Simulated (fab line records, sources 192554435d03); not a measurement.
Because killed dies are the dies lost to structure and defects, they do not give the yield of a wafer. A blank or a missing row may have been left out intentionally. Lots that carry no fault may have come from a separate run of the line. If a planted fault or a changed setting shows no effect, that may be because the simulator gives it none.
A single fault, viewed from 2 desks || flow n5 finfet || each desk holds nothing but its own numbers, with what lay behind them at the end

== AT THE TOOL OWNER'S DESK: rie diel-03 ==
The tool's own readings at N5_BEOL_M3_TRENCH_ETCH_37 (etches SiOC in C4F6/O2, target depth 55.555 nm, time 29.2 s): means of the sampled wafers that have a number, for each lot that ran on this tool. A lot is out of limits, marked OUT, if its mean lies more than 4 standard deviations from the usual mean; the brackets give that distance.
Columns: A = drypump motor current A at N5_BEOL_M3_TRENCH_ETCH_37, usual 5.5 A; B = mfc ar sccm at N5_BEOL_M3_TRENCH_ETCH_37, usual 300.0 sccm; C = oes_f_703_au at N5_BEOL_M3_TRENCH_ETCH_37, usual 0.78 a.u.; D = oes product au at N5_BEOL_M3_TRENCH_ETCH_37, usual 0.78 a.u.; E = rf vpp V at N5_BEOL_M3_TRENCH_ETCH_37, usual 665 V; F = showerhead plenum p Torr at N5_BEOL_M3_TRENCH_ETCH_37, usual 2.87 Torr; G = throttle valve pct at N5_BEOL_M3_TRENCH_ETCH_37, usual 20.89 %
{"lot": "L106", "first seen here": "day 7 20:52", "A": 5.2, "B": 300.5, "C": 0.76, "D": 0.76, "E": 665, "F": 2.92, "G": 20.81}
{"lot": "L118", "first seen here": "day 10 13:49", "A": 5.1, "B": 299.6, "C": 0.77, "D": 0.81, "E": 668, "F": 2.89, "G": 20.74}
Finding of this desk: none of the 2 lots has anything out of limits.

== AT THE METROLOGY DESK ==
Lot by lot, what the gauges showed, no matter which tool ran the lot: averages of those sampled wafers that carry a number. A lot is out of limits, marked OUT, if its mean lies more than 4 standard deviations from the usual mean; the brackets give that distance. It has 11 readings, of which 7 appear: the earliest out of limits, and the ones furthest out on some lot.
Columns: A = trench depth nm at N5_BEOL_M3_OCD_MEAS_38, usual 55.3 nm; B = IOFF_N at N5_BEOL_M4_RC_MEAS_101, usual 0.164 nA/um; C = IOFF_P at N5_BEOL_M4_RC_MEAS_101, usual 0.214 nA/um; D = ION_N at N5_BEOL_M4_RC_MEAS_101, usual 675 uA/um; E = ION_P at N5_BEOL_M4_RC_MEAS_101, usual 463 uA/um; F = VT_N at N5_BEOL_M4_RC_MEAS_101, usual 249.2 mV; G = VT_P at N5_BEOL_M4_RC_MEAS_101, usual -250.1 mV
{"lot": "L106", "first seen here": "day 7 21:01", "A": 54.8, "B": 0.166, "C": 0.217, "D": 682, "E": 468, "F": 248.4, "G": -249.9}
{"lot": "L107", "first seen here": "day 7 21:03", "A": 55.2, "B": 0.133, "C": 0.159, "D": 661, "E": 447, "F": 252.5, "G": -255.2}
{"lot": "L110", "first seen here": "day 8 23:04", "A": 56.2, "B": 0.170, "C": 0.234, "D": 677, "E": 464, "F": 249.9, "G": -249.5}
{"lot": "L116", "first seen here": "day 10 12:30", "A": 55.8, "B": 0.141, "C": 0.185, "D": 666, "E": 454, "F": 252.3, "G": -253.3}
{"lot": "L118", "first seen here": "day 10 13:58", "A": "59.5 (+4.5) OUT", "B": 0.190, "C": 0.242, "D": 677, "E": 463, "F": 248.8, "G": -249.6}
{"lot": "L121", "first seen here": "day 11 15:46", "A": 55.5, "B": 0.225, "C": 0.242, "D": 699, "E": 468, "F": 245.0, "G": -248.2}
{"lot": "L125", "first seen here": "day 12 07:19", "A": 55.4, "B": 0.154, "C": 0.177, "D": 674, "E": 457, "F": 249.6, "G": -253.8}
{"lot": "L127", "first seen here": "day 12 23:28", "A": 55.7, "B": 0.174, "C": 0.218, "D": 676, "E": 460, "F": 249.2, "G": -250.6}
Finding of this desk: L118 out of limits; the first was L118 at day 10 13:58, on trench depth nm at N5_BEOL_M3_OCD_MEAS_38. Within limits: L106, L107, L110, L116, L121, L125, L127.

== TAKEN TOGETHER ==
Metrology desk: alarm possible at day 10 13:58 on L118.
Nothing out of limits was seen by the tool owner's desk.
Tool owner's desk: L118 on record, inside its limits.
Every lot named ran N5_BEOL_M3_TRENCH_ETCH_37 on rie diel-03.

== WHAT THE SIMULATOR HAD INSERTED ==
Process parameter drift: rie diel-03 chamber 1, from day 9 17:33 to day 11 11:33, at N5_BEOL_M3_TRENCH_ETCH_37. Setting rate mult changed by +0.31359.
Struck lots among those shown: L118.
Hours from the fault's start to each desk's first reading out of limits: the metrology desk, 20.
